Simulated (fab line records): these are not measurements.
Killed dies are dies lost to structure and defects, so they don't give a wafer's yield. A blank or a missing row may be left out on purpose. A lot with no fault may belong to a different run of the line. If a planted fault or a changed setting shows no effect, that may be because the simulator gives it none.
A lot that was struck, set against a sound lot + flow n5Finfet + 16 steps out of a route of 1938
Sound: wafers L655.1, L655.3, L655.4. Struck: wafers L659.1, L659.3, L659.4. At the end, the cause is stated.
At each step with rows: each side's tool, then ch and its chambers, then its first start. Under that, the readings that differ: sound wafers + struck wafers + difference of the means + sigmas: that difference in standard deviations of wafers without a fault.
alike: same words and numbers on both sides, and readings whose means sit less than 2 such deviations apart. not compared: any withheld reading, any reading some wafer has no value for, any bound like >300 that may hide the same value, and any number with overlapping values for which the record gives no deviation.
The two part at a step that has a row with sigmas, a row that says differs or no value, or rows on one side only. When numbers do not overlap yet have no deviation, they are printed without sigmas and do not part them. A reading that every wafer of one side lacks parts them only if that side has two wafers or more.

first, 1 step without rows for these wafers: N5_SDB_STRIP_19 (strips in N2/H2).
N5_SDB_STRIP_21: strips in CF4.
  sound on rieDiel-03 ch 1,2,3, day 4 10:05; struck on rieDiel-03 ch 0,1,2, day 5 10:34
  alike: biasPowerW, drypumpMotorCurrentA, oesProductAu, rfVppV, showerheadPlenumPTorr, throttleValvePct
  not compared: rfHoursCounterH
N5_SDB_HM_OPEN_20: chemistry CH3F/O2, target SiNx, stops on poly-Si, target depth 24 nm.
  sound on rieDiel-03 ch 1,2,3, day 4 10:07; struck on rieDiel-03 ch 0,1,2, day 5 10:35
  alike: drypumpMotorCurrentA, mfcArSccm, oesProductAu, rfVppV, showerheadPlenumPTorr, throttleValvePct
  not compared: rfHoursCounterH
N5_SDB_STRIP_22: strips in N2/H2.
  sound on plasmaAsher-01 ch 0,1, day 4 10:11; struck on plasmaAsher-01 ch 0,1, day 5 10:40
| reading                  | sound          | struck         | difference | sigmas |
|--------------------------|----------------|----------------|------------|--------|
| stripTimeToEndpointS (s) | 96.1 96.4 96.1 | 96.8 97.5 97.0 | +0.9       | +2     |
  alike: drypumpMotorCurrentA, heaterPowerW, oesProductAu
  not compared: rfHoursCounterH
then, 2 steps without rows for these wafers: N5_SDB_PRECLEAN_23 (cleans in dHF, time 30 s); N5_SDB_DUMMY_REMOVE_24 (chemistry TMAH, target poly-Si, stops on SiO2, target depth 142 nm, time 57 s, rinse time 30 s).
N5_SDB_ETCH_25: etches SiO2 in C4F6/O2, target depth 10 nm, time 3.3 s.
  sound on rieDiel-01 ch 1,2,3, day 4 10:25; struck on rieDiel-01 ch 0,1,2, day 5 10:54
  alike: drypumpMotorCurrentA, mfcArSccm, oesProductAu, rfVppV, showerheadPlenumPTorr, throttleValvePct
  not compared: rfHoursCounterH
then, 4 steps without rows for these wafers: N5_SDB_CUT_ETCH_26 (etches Si in HBr/Cl2/O2, target depth 129.6 nm, bt time 20 s, time 51.8 s); N5_SDB_PRECLEAN_38 (cleans in dHF, time 10 s); N5_SDB_PRECLEAN_39 (cleans in O3/DIW, time 45 s); N5_SDB_SRD_28 (time 30 s).
N5_SDB_ALD_29: deposits SiNx, target thk 30 nm, pulse time 1 s, ald cycles 600.
  sound on aldSin-04 ch 0,2,3, day 4 10:41; struck on aldSin-02 ch 0,2,3, day 5 11:10
  alike: heaterPowerW, precursorPulseHeightRel
N5_SDB_CMP_30: polishes, stops on poly-Si, t overpolish 1.54 s, target thk 30 nm.
  sound on cmp-03 ch 0,1,2, day 4 13:27; struck on cmp-03 ch 1,2,3, day 5 14:04
| reading               | sound             | struck            | difference | sigmas |
|-----------------------|-------------------|-------------------|------------|--------|
| headPressurePsi (psi) | 4.146 4.133 4.133 | 3.818 3.792 3.805 | -0.332     | -35    |
  alike: motorCurrentA, overpolishRunS, timeToEndpointS
N5_SDB_THK_MEAS_31:
  sound: filmMetro-01 at day 4 13:42; struck: filmMetro-02 at day 5 14:21
  alike: SDB_THK
-- the record jumps here: 4 days lie between the struck wafers' starts before and after (it left off in module SDB and takes up again in module BEOL_M4, whose first step shown is number 1111 of the route) --
N5_BEOL_M4_RC_MEAS_101:
  sound on prober-02 ch 0, day 8 16:57; struck on prober-01 ch 0, day 9 22:17
  alike: DIBL_N, DIBL_P, IOFF_N, IOFF_P, ION_N, ION_P, SS_N, SS_P, VT_N, VT_P
then, 1 step without rows for these wafers: N5_PASSIVATION_PROBE_49.

WHERE THEY PART
Last at N5_SDB_CMP_30 as far as this record goes, first at N5_SDB_STRIP_22. Later steps at which nothing parts them and some readings are alike: N5_SDB_THK_MEAS_31, N5_BEOL_M4_RC_MEAS_101.

WHY: what had been put in by the simulator
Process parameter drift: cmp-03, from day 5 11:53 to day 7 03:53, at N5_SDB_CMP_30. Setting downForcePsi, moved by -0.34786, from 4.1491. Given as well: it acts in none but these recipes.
